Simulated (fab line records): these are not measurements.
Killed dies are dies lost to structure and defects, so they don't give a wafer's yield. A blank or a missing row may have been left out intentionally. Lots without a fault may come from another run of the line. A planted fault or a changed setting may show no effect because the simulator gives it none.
Lot-split experiment || flow n5_finfet || route with 1938 steps; 7 lots, 39 wafers read

SPLIT DETAILS
At N5_MOL_CONTACT_COAG_VIA_ETCH_46 (etches SiO2 in C4F6/O2, target depth 46 nm, overetch 9.2 nm, time 40 s), the setting bias_w was moved away from the recipe's 455 W on 9 of the 39 wafers read, by +7.8% to +19.0%. The other wafers ran this setting at the recipe's value.

The reading comes from the split's own step.

THE READING
rf_vpp_V, in V, at N5_MOL_CONTACT_COAG_VIA_ETCH_46 (etches SiO2 in C4F6/O2, target depth 46 nm, overetch 9.2 nm, time 40 s). Typical for fault-free wafers on this fab line: 1599 V, with standard deviation 37 V.

{"wafer": "L074.1", "tool, chamber at the split": "rie_diel-04, 2", "bias_w as run, W": 455, "against the recipe": "recipe", "rf_vpp_V, V": 1583, "against lot-mates on the recipe": "-"}
{"wafer": "L074.2", "tool, chamber at the split": "rie_diel-04, 0", "bias_w as run, W": 455, "against the recipe": "recipe", "rf_vpp_V, V": 1619, "against lot-mates on the recipe": "-"}
{"wafer": "L074.3", "tool, chamber at the split": "rie_diel-04, 3", "bias_w as run, W": 455, "against the recipe": "recipe", "rf_vpp_V, V": 1521, "against lot-mates on the recipe": "-"}
{"wafer": "L074.4", "tool, chamber at the split": "rie_diel-04, 1", "bias_w as run, W": 455, "against the recipe": "recipe", "rf_vpp_V, V": 1602, "against lot-mates on the recipe": "-"}
{"wafer": "L074.5", "tool, chamber at the split": "rie_diel-04, 1", "bias_w as run, W": 455, "against the recipe": "recipe", "rf_vpp_V, V": 1604, "against lot-mates on the recipe": "-"}
{"wafer": "L074.6", "tool, chamber at the split": "rie_diel-04, 0", "bias_w as run, W": 455, "against the recipe": "recipe", "rf_vpp_V, V": 1622, "against lot-mates on the recipe": "-"}
{"wafer": "L076.1", "tool, chamber at the split": "rie_diel-04, 1", "bias_w as run, W": 455, "against the recipe": "recipe", "rf_vpp_V, V": 1602, "against lot-mates on the recipe": "-"}
{"wafer": "L076.2", "tool, chamber at the split": "rie_diel-04, 2", "bias_w as run, W": 455, "against the recipe": "recipe", "rf_vpp_V, V": 1584, "against lot-mates on the recipe": "-"}
{"wafer": "L076.3", "tool, chamber at the split": "rie_diel-04, 0", "bias_w as run, W": 455, "against the recipe": "recipe", "rf_vpp_V, V": 1621, "against lot-mates on the recipe": "-"}
{"wafer": "L076.4", "tool, chamber at the split": "rie_diel-04, 3", "bias_w as run, W": 455, "against the recipe": "recipe", "rf_vpp_V, V": 1521, "against lot-mates on the recipe": "-"}
{"wafer": "L076.5", "tool, chamber at the split": "rie_diel-04, 1", "bias_w as run, W": 455, "against the recipe": "recipe", "rf_vpp_V, V": 1602, "against lot-mates on the recipe": "-"}
{"wafer": "L076.6", "tool, chamber at the split": "rie_diel-04, 2", "bias_w as run, W": 455, "against the recipe": "recipe", "rf_vpp_V, V": 1583, "against lot-mates on the recipe": "-"}
{"wafer": "L078.1", "tool, chamber at the split": "rie_diel-03, 0", "bias_w as run, W": 455, "against the recipe": "recipe", "rf_vpp_V, V": 1615, "against lot-mates on the recipe": "-"}
{"wafer": "L078.3", "tool, chamber at the split": "rie_diel-03, 2", "bias_w as run, W": 455, "against the recipe": "recipe", "rf_vpp_V, V": 1604, "against lot-mates on the recipe": "-"}
{"wafer": "L078.4", "tool, chamber at the split": "rie_diel-03, 0", "bias_w as run, W": 455, "against the recipe": "recipe", "rf_vpp_V, V": 1615, "against lot-mates on the recipe": "-"}
{"wafer": "L080.1", "tool, chamber at the split": "rie_diel-02, 0", "bias_w as run, W": 490.7, "against the recipe": "+7.8%", "rf_vpp_V, V": 1724, "against lot-mates on the recipe": "+143"}
{"wafer": "L080.2", "tool, chamber at the split": "rie_diel-02, 2", "bias_w as run, W": 490.7, "against the recipe": "+7.8%", "rf_vpp_V, V": 1621, "against lot-mates on the recipe": "+40"}
{"wafer": "L080.3", "tool, chamber at the split": "rie_diel-02, 1", "bias_w as run, W": 455, "against the recipe": "recipe", "rf_vpp_V, V": 1555, "against lot-mates on the recipe": "-"}
{"wafer": "L080.4", "tool, chamber at the split": "rie_diel-02, 3", "bias_w as run, W": 455, "against the recipe": "recipe", "rf_vpp_V, V": 1633, "against lot-mates on the recipe": "-"}
{"wafer": "L080.5", "tool, chamber at the split": "rie_diel-02, 1", "bias_w as run, W": 455, "against the recipe": "recipe", "rf_vpp_V, V": 1555, "against lot-mates on the recipe": "-"}
{"wafer": "L080.6", "tool, chamber at the split": "rie_diel-02, 0", "bias_w as run, W": 490.7, "against the recipe": "+7.8%", "rf_vpp_V, V": 1724, "against lot-mates on the recipe": "+143"}
{"wafer": "L086.1", "tool, chamber at the split": "rie_diel-02, 0", "bias_w as run, W": 541.3, "against the recipe": "+19.0%", "rf_vpp_V, V": 1853, "against lot-mates on the recipe": "+280"}
{"wafer": "L086.2", "tool, chamber at the split": "rie_diel-02, 1", "bias_w as run, W": 455, "against the recipe": "recipe", "rf_vpp_V, V": 1554, "against lot-mates on the recipe": "-"}
{"wafer": "L086.3", "tool, chamber at the split": "rie_diel-02, 3", "bias_w as run, W": 541.3, "against the recipe": "+19.0%", "rf_vpp_V, V": 1856, "against lot-mates on the recipe": "+283"}
{"wafer": "L086.4", "tool, chamber at the split": "rie_diel-02, 2", "bias_w as run, W": 541.3, "against the recipe": "+19.0%", "rf_vpp_V, V": 1743, "against lot-mates on the recipe": "+170"}
{"wafer": "L086.5", "tool, chamber at the split": "rie_diel-02, 3", "bias_w as run, W": 455, "against the recipe": "recipe", "rf_vpp_V, V": 1633, "against lot-mates on the recipe": "-"}
{"wafer": "L086.6", "tool, chamber at the split": "rie_diel-02, 2", "bias_w as run, W": 455, "against the recipe": "recipe", "rf_vpp_V, V": 1532, "against lot-mates on the recipe": "-"}
{"wafer": "L093.1", "tool, chamber at the split": "rie_diel-03, 3", "bias_w as run, W": 525.4, "against the recipe": "+15.5%", "rf_vpp_V, V": 1819, "against lot-mates on the recipe": "+209"}
{"wafer": "L093.2", "tool, chamber at the split": "rie_diel-03, 1", "bias_w as run, W": 455, "against the recipe": "recipe", "rf_vpp_V, V": 1615, "against lot-mates on the recipe": "-"}
{"wafer": "L093.3", "tool, chamber at the split": "rie_diel-03, 0", "bias_w as run, W": 455, "against the recipe": "recipe", "rf_vpp_V, V": 1614, "against lot-mates on the recipe": "-"}
{"wafer": "L093.4", "tool, chamber at the split": "rie_diel-03, 2", "bias_w as run, W": 525.4, "against the recipe": "+15.5%", "rf_vpp_V, V": 1781, "against lot-mates on the recipe": "+171"}
{"wafer": "L093.5", "tool, chamber at the split": "rie_diel-03, 1", "bias_w as run, W": 525.4, "against the recipe": "+15.5%", "rf_vpp_V, V": 1796, "against lot-mates on the recipe": "+186"}
{"wafer": "L093.6", "tool, chamber at the split": "rie_diel-03, 2", "bias_w as run, W": 455, "against the recipe": "recipe", "rf_vpp_V, V": 1602, "against lot-mates on the recipe": "-"}
{"wafer": "L094.1", "tool, chamber at the split": "rie_diel-03, 3", "bias_w as run, W": 455, "against the recipe": "recipe", "rf_vpp_V, V": 1635, "against lot-mates on the recipe": "-"}
{"wafer": "L094.2", "tool, chamber at the split": "rie_diel-03, 2", "bias_w as run, W": 455, "against the recipe": "recipe", "rf_vpp_V, V": 1600, "against lot-mates on the recipe": "-"}
{"wafer": "L094.3", "tool, chamber at the split": "rie_diel-03, 1", "bias_w as run, W": 455, "against the recipe": "recipe", "rf_vpp_V, V": 1616, "against lot-mates on the recipe": "-"}
{"wafer": "L094.4", "tool, chamber at the split": "rie_diel-03, 0", "bias_w as run, W": 455, "against the recipe": "recipe", "rf_vpp_V, V": 1613, "against lot-mates on the recipe": "-"}
{"wafer": "L094.5", "tool, chamber at the split": "rie_diel-03, 3", "bias_w as run, W": 455, "against the recipe": "recipe", "rf_vpp_V, V": 1636, "against lot-mates on the recipe": "-"}
{"wafer": "L094.6", "tool, chamber at the split": "rie_diel-03, 0", "bias_w as run, W": 455, "against the recipe": "recipe", "rf_vpp_V, V": 1613, "against lot-mates on the recipe": "-"}

FIT RESULTS
A straight line over all 39 wafers: rf_vpp_V changes by +12.2 V for each +1% of bias_w; r = +0.91; the points scatter about the line by 36 V.
The same after taking each lot's own level away (the mean of its wafers on the recipe; 39 wafers): +12.7 V for each +1%; r = +0.93; scatter 33 V.
The reading moves by 2.4e+02 V for the largest change in bias_w, on that fit.
The span of the lots' own levels, 1573.0 to 1618.8 V, comes to 1.2 times the standard deviation stated above.
Consequently the slope shifts little with the lot-to-lot level, the two slopes agreeing.
Check: with one of the wafers moved furthest among these (+19.0%) left out of the fit, the line predicts +232 V for it against its lot-mates. It came out at +280 V against them.
Tool readings at the split's step, against how far the setting was moved: rf_vpp_V r = +0.91.

OTHER SPLITS ON THESE WAFERS
Before the reading, these wafers also passed through other splits. Each is held against what the fit with the lots' levels taken away leaves over:
{"other split on the same wafers": "N5_FIN_CUT_ETCH_21 bias_w", "wafers away from the commonest value": 12, "r with rf_vpp_V (lot level and that fit taken away)": "+0.07"}
{"other split on the same wafers": "N5_SD_EPI_N_EXPOSE_06 dose_mj", "wafers away from the commonest value": 15, "r with rf_vpp_V (lot level and that fit taken away)": "+0.02"}
{"other split on the same wafers": "N5_SD_EPI_N_ETCH_35 time_s", "wafers away from the commonest value": 15, "r with rf_vpp_V (lot level and that fit taken away)": -0.21}
{"other split on the same wafers": "N5_HKMG_FIN_ETCH_35 bias_w", "wafers away from the commonest value": 12, "r with rf_vpp_V (lot level and that fit taken away)": "+0.06"}
{"other split on the same wafers": "N5_MOL_CONTACT_COAG_SPUTTER_130 target_thk_a", "wafers away from the commonest value": 15, "r with rf_vpp_V (lot level and that fit taken away)": -0.22}

FILE'S OWN FIT
rf_vpp_V changes by +12.7 V for each +1% of bias_w, r = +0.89.
